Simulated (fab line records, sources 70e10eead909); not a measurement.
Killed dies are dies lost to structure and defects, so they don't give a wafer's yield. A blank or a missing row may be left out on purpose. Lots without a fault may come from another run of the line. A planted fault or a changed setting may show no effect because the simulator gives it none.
Chamber matching | flow nand_harc | NHARC_A_STAIRCASE_ETCH_313 on rie_diel-07: 4 sister chambers
The step etches the open film in CF4/CHF3. 4 wafers are shown with their chamber, then 11 later ones without.

WAFERS WITH THEIR CHAMBER
wafer  | chamber | showerhead_plenum_p_Torr (Torr)
L082.6 | 0       | 1.54
L084.4 | 3       | 1.69
L084.5 | 2       | 1.57
L088.2 | 1       | 1.48

WAFERS WITHOUT THEIR CHAMBER
wafer  | showerhead_plenum_p_Torr (Torr)
L088.3 | 1.57
L088.4 | 1.54
L092.1 | 1.56
L092.2 | 1.47
L092.5 | 1.47
L093.1 | 1.69
L093.4 | 1.56
L093.6 | 1.69
L096.1 | 1.68
L096.3 | 1.47
L096.4 | 1.53

WHICH CHAMBER EACH WENT THROUGH
wafer  | from the rows above     | in truth
L088.3 | 2                       | 2
L088.4 | 0                       | 0
L092.1 | can't be placed: 2 or 0 | 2
L092.2 | 1                       | 1
L092.5 | 1                       | 1
L093.1 | 3                       | 3
L093.4 | can't be placed: 2 or 0 | 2
L093.6 | 3                       | 3
L096.1 | 3                       | 3
L096.3 | 1                       | 1
L096.4 | 0                       | 0
Placed correctly: 9 of 11. Can't be placed from these rows: 2 (the true chamber is among the candidates in 2). Placed wrongly: 0.
How it was worked out, from the rows above alone: a wafer's distance from a chamber is the root of the sum, over the readings, of the square of ((its reading less the chamber's mean) divided by the reading's scatter). The wafer belongs to the nearest chamber; if the next one is less than 2 further off, it can't be placed. A chamber's mean is the mean of its shown wafers. The scatter: with one shown wafer a chamber, the root of the mean of the squares of how far each hidden wafer lies from its nearest shown one.
